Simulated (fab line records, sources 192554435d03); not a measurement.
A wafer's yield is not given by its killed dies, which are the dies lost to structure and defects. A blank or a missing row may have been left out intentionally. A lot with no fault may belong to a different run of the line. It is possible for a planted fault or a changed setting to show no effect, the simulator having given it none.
2 desks looking at one fault    flow n5_finfet    what lay behind the numbers comes last; until then each desk has only its own

AT THE METROLOGY DESK
Means of the sampled wafers that have a number, per lot and without regard to the tool the lot ran on: this is what the gauges read. Marked OUT: a lot whose mean sits more than 4 standard deviations from the usual mean, which makes it out of limits; the brackets give that distance. It has 11 readings, of which 7 appear: the earliest out of limits, and the ones furthest out on some lot.
Columns: A = cd_nm at N5_BEOL_M3_CD_MEAS_28, usual 25.68 nm; B = DIBL_N at N5_BEOL_M4_RC_MEAS_101, usual 35.9 mV/V; C = IOFF_N at N5_BEOL_M4_RC_MEAS_101, usual 0.149 nA/um; D = ION_N at N5_BEOL_M4_RC_MEAS_101, usual 671 uA/um; E = SS_N at N5_BEOL_M4_RC_MEAS_101, usual 71.4 mV/dec; F = VT_N at N5_BEOL_M4_RC_MEAS_101, usual 251 mV; G = VT_P at N5_BEOL_M4_RC_MEAS_101, usual -251 mV
lot   first seen here  A                 B     C      D    E     F    G
L660  day 7 03:32      25.69             34.6  0.124  658  70.4  253  -257
L662  day 7 18:31      25.31             34.8  0.149  672  71.7  255  -255
L664  day 8 08:58      25.71             33.6  0.123  667  71.0  253  -253
L667  day 8 16:57      25.30             36.4  0.152  673  71.5  250  -248
L669  day 9 07:03      25.73             34.2  0.133  664  70.8  252  -250
L670  day 9 12:02      25.61             37.8  0.195  686  71.8  246  -250
L673  day 10 10:11     25.69             34.6  0.127  663  71.0  254  -251
L674  day 10 10:47     25.73             36.0  0.149  669  71.7  252  -251
L681  day 12 01:10     24.34 (-5.6) OUT  35.8  0.173  678  71.8  246  -249
L682  day 12 15:20     24.78             38.2  0.190  687  71.7  247  -247
This desk's verdict: out of limits on L681, starting with L681 at day 12 01:10 (cd_nm at N5_BEOL_M3_CD_MEAS_28). L660, L662, L664, L667, L669, L670, L673, L674, L682: within limits.

FOR THE TOOL OWNER'S DESK: euv_scanner-01
The tool's own readings at N5_BEOL_M3_EXPOSE_25 (exposes mask V2, defocus 5 nm): means of the sampled wafers that have a number, for each lot that ran on this tool. Marked OUT: a lot whose mean sits more than 4 standard deviations from the usual mean, which makes it out of limits; the brackets give that distance.
Columns: A = exposure_dose_mJ_cm2 at N5_BEOL_M3_EXPOSE_25, usual 62.83
lot   first seen here  A
L662  day 7 18:23      62.81
L664  day 8 08:50      62.79
L667  day 8 16:49      62.79
L669  day 9 06:55      62.75
L670  day 9 11:54      62.81
L681  day 12 01:01     58.71 (-46) OUT
L682  day 12 15:12     59.56 (-37) OUT
This desk's verdict: out of limits on L681, L682, starting with L681 at day 12 01:01 (exposure_dose_mJ_cm2 at N5_BEOL_M3_EXPOSE_25). L662, L664, L667, L669, L670: within limits.

PUT TOGETHER
The tool owner's desk had the chance to raise an alarm at day 12 01:01 on L681, L682.
An alarm was possible from the metrology desk at day 12 01:10, on L681.
The metrology desk has L682 on record, within its limits.
N5_BEOL_M3_EXPOSE_25 was run on euv_scanner-01 by each of the lots named.

WHAT HAD BEEN PUT IN BY THE SIMULATOR
Process parameter drift: euv_scanner-01, from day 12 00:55 on, at N5_BEOL_M3_EXPOSE_25. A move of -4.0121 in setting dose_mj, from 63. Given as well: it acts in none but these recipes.
Shown lots that were struck: L681, L682.
Counting hours from when the fault started, the first reading out of limits came at 0 for the tool owner's desk and at 0 for the metrology desk.
